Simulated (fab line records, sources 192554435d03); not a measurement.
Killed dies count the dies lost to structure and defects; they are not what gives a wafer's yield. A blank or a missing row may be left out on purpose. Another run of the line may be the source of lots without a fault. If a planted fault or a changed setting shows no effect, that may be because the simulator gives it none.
Matching of chambers / flow n5 finfet / rie diel-06 running N5_MOL_CONTACT_COAG_STRIP_72: 4 sister chambers
The step strips in N2/H2. 4 wafers are shown with their chamber, then 9 later ones without.

WAFERS PAIRED WITH THEIR CHAMBERS
wafer=L478.5; chamber=1; showerhead plenum p Torr (Torr)=2.39
wafer=L480.3; chamber=3; showerhead plenum p Torr (Torr)=2.48
wafer=L480.5; chamber=2; showerhead plenum p Torr (Torr)=2.53
wafer=L480.6; chamber=0; showerhead plenum p Torr (Torr)=2.68

WAFERS MISSING THEIR CHAMBER
wafer=L481.2; showerhead plenum p Torr (Torr)=2.71
wafer=L481.3; showerhead plenum p Torr (Torr)=2.52
wafer=L481.6; showerhead plenum p Torr (Torr)=2.68
wafer=L482.4; showerhead plenum p Torr (Torr)=2.52
wafer=L482.5; showerhead plenum p Torr (Torr)=2.52
wafer=L482.6; showerhead plenum p Torr (Torr)=2.71
wafer=L493.1; showerhead plenum p Torr (Torr)=2.67
wafer=L493.2; showerhead plenum p Torr (Torr)=2.51
wafer=L493.5; showerhead plenum p Torr (Torr)=2.51

THE CHAMBER EACH PASSED THROUGH
wafer=L481.2; from the rows above=0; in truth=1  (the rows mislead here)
wafer=L481.3; from the rows above=can't be placed: 2 or 3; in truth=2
wafer=L481.6; from the rows above=0; in truth=0
wafer=L482.4; from the rows above=can't be placed: 2 or 3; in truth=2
wafer=L482.5; from the rows above=can't be placed: 2 or 3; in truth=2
wafer=L482.6; from the rows above=0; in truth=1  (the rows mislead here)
wafer=L493.1; from the rows above=0; in truth=0
wafer=L493.2; from the rows above=can't be placed: 2 or 3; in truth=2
wafer=L493.5; from the rows above=can't be placed: 2 or 3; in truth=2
Correctly placed: 2 of 9. From these rows, 5 cannot be placed; in 5 the true chamber is one of the candidates. Number placed wrongly: 2.
How it was worked out, from the rows above alone: a wafer's distance from a chamber is the root of the sum, over the readings, of the square of ((its reading less the chamber's mean) divided by the reading's scatter). If the next closest chamber is less than 2 further off than the closest, the wafer can't be placed; otherwise it belongs to the closest. A chamber's mean is the mean of its shown wafers. The scatter: with one shown wafer a chamber, the root of the mean of the squares of how far each hidden wafer lies from its nearest shown one.
